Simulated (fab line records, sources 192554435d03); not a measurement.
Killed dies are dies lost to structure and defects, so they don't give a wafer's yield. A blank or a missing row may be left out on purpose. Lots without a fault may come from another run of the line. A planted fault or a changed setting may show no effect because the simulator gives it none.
Chamber matching | flow n5_finfet | N5_BEOL_M11_ILD_DEP_00 on pecvd-01: 3 sister chambers
The step deposits SiCOH lowk from DEMS/porogen, target thk 308.51 nm, time 58 s. 30 wafers are shown with their chamber, then 12 later ones without.

WAFERS WITH THEIR CHAMBER
wafer  | chamber | throttle_valve_pct (%) | showerhead_plenum_p_Torr (Torr) | heater_power_w (W)
L074.3 | 0       | 14.5                   | 5.711                           | 357
L074.4 | 1       | 14.3                   | 5.774                           | 390
L074.6 | 2       | 13.3                   | 5.713                           | 362
L080.2 | 2       | 13.2                   | 5.706                           | 341
L080.3 | 1       | 13.9                   | 5.758                           | 391
L080.5 | 1       | 14.2                   | 5.760                           | 389
L079.2 | 1       | 14.4                   | 5.756                           | 362
L079.3 | 2       | 13.0                   | 5.713                           | 367
L079.4 | 0       | 14.8                   | 5.719                           | 341
L082.2 | 0       | 14.7                   | 5.723                           | 356
L082.5 | 0       | 14.5                   | 5.719                           | 279
L082.6 | 2       | 13.4                   | 5.716                           | 317
L083.2 | 1       | 14.0                   | 5.755                           | 380
L083.3 | 0       | 14.8                   | 5.722                           | 317
L083.4 | 2       | 13.4                   | 5.718                           | 327
L078.2 | 2       | 13.4                   | 5.722                           | 376
L078.4 | 0       | 14.6                   | 5.717                           | 322
L078.6 | 2       | 13.3                   | 5.705                           | 303
L085.1 | 2       | 13.3                   | 5.713                           | 328
L085.2 | 1       | 14.4                   | 5.753                           | 390
L085.3 | 0       | 14.7                   | 5.726                           | 331
L087.2 | 2       | 13.1                   | 5.708                           | 318
L087.3 | 0       | 14.6                   | 5.709                           | 327
L087.5 | 1       | 14.2                   | 5.750                           | 370
L091.1 | 2       | 13.4                   | 5.713                           | 374
L091.2 | 0       | 14.5                   | 5.709                           | 289
L091.4 | 1       | 14.3                   | 5.739                           | 367
L090.2 | 2       | 13.2                   | 5.722                           | 378
L090.4 | 2       | 13.2                   | 5.719                           | 293
L090.5 | 1       | 14.1                   | 5.757                           | 357

SIGNATURES (means of the wafers above)
reading                  | chamber 0 | chamber 1 | chamber 2 | scatter within a chamber
throttle_valve_pct       | 14.633    | 14.200    | 13.267    | 0.142
showerhead_plenum_p_Torr | 5.71722   | 5.75578   | 5.71400   | 0.00707
heater_power_w           | 324.33    | 377.33    | 340.33    | 25.3
Rule: a wafer's distance from a chamber is the root of the sum, over the readings, of the square of ((its reading less the chamber's mean) divided by the reading's scatter). The wafer belongs to the nearest chamber; if the next one is less than 2 further off, it can't be placed. The scatter: the root of (the sum of the squares of (reading less its chamber's mean) over the shown wafers, divided by (wafers less chambers)).

WAFERS WITHOUT THEIR CHAMBER
wafer  | throttle_valve_pct (%) | showerhead_plenum_p_Torr (Torr) | heater_power_w (W)
L092.1 | 14.3                   | 5.753                           | 379
L092.4 | 13.3                   | 5.711                           | 320
L092.6 | 14.2                   | 5.759                           | 384
L097.1 | 14.4                   | 5.708                           | 361
L097.2 | 14.2                   | 5.749                           | 333
L097.4 | 14.3                   | 5.755                           | 351
L096.2 | 13.3                   | 5.710                           | 344
L096.3 | 14.2                   | 5.753                           | 391
L096.4 | 13.2                   | 5.712                           | 353
L095.2 | 14.6                   | 5.713                           | 353
L095.3 | 13.2                   | 5.718                           | 357
L095.5 | 13.4                   | 5.714                           | 355

WHICH CHAMBER EACH WENT THROUGH
wafer  | from the rows above | in truth
L092.1 | 1                   | 1
L092.4 | 2                   | 2
L092.6 | 1                   | 1
L097.1 | 0                   | 0
L097.2 | 1                   | 1
L097.4 | 1                   | 1
L096.2 | 2                   | 2
L096.3 | 1                   | 1
L096.4 | 2                   | 2
L095.2 | 0                   | 0
L095.3 | 2                   | 2
L095.5 | 2                   | 2
Placed correctly: 12 of 12. Can't be placed from these rows: 0. Placed wrongly: 0.
